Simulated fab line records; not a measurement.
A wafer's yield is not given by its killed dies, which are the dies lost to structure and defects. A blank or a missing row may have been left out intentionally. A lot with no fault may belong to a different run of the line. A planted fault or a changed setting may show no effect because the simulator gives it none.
Matching of chambers || flow n5-finfet || 4 sister chambers for N5_BEOL_M13_ETCH_38 on rie-diel-02
The step etches SiCN in CF4/N2, target depth 67.5 nm, time 71.9 s. 4 wafers are shown with their chamber, then 8 later ones without.

== EACH WAFER AND ITS CHAMBER ==
{"wafer": "L076.4", "chamber": 1, "showerhead-plenum-p-Torr (Torr)": 2.10}
{"wafer": "L079.6", "chamber": 2, "showerhead-plenum-p-Torr (Torr)": 2.14}
{"wafer": "L083.6", "chamber": 0, "showerhead-plenum-p-Torr (Torr)": 2.24}
{"wafer": "L085.2", "chamber": 3, "showerhead-plenum-p-Torr (Torr)": 2.10}

== WAFERS WHOSE CHAMBER IS MISSING ==
{"wafer": "L085.3", "showerhead-plenum-p-Torr (Torr)": 2.13}
{"wafer": "L085.6", "showerhead-plenum-p-Torr (Torr)": 2.24}
{"wafer": "L088.2", "showerhead-plenum-p-Torr (Torr)": 2.09}
{"wafer": "L088.4", "showerhead-plenum-p-Torr (Torr)": 2.24}
{"wafer": "L088.5", "showerhead-plenum-p-Torr (Torr)": 2.13}
{"wafer": "L092.1", "showerhead-plenum-p-Torr (Torr)": 2.23}
{"wafer": "L092.2", "showerhead-plenum-p-Torr (Torr)": 2.09}
{"wafer": "L092.5", "showerhead-plenum-p-Torr (Torr)": 2.23}

== EACH ONE'S CHAMBER ==
{"wafer": "L085.3", "from the rows above": 2, "in truth": 2}
{"wafer": "L085.6", "from the rows above": 0, "in truth": 0}
{"wafer": "L088.2", "from the rows above": "can't be placed: 1 or 3", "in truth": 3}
{"wafer": "L088.4", "from the rows above": 0, "in truth": 0}
{"wafer": "L088.5", "from the rows above": 2, "in truth": 2}
{"wafer": "L092.1", "from the rows above": 0, "in truth": 0}
{"wafer": "L092.2", "from the rows above": "can't be placed: 1 or 3", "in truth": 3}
{"wafer": "L092.5", "from the rows above": 0, "in truth": 0}
Placed correctly: 6 of 8. Not placeable from these rows: 2 (in 2, the candidates include the true chamber). Number placed wrongly: 0.
How it was worked out, from the rows above alone: a wafer's distance from a chamber is the root of the sum, over the readings, of the square of ((its reading less the chamber's mean) divided by the reading's scatter). The wafer belongs to the nearest chamber; if the next one is less than 2 further off, it can't be placed. Each chamber's mean is taken over the wafers shown for it. The scatter: with one shown wafer a chamber, the root of the mean of the squares of how far each hidden wafer lies from its nearest shown one.
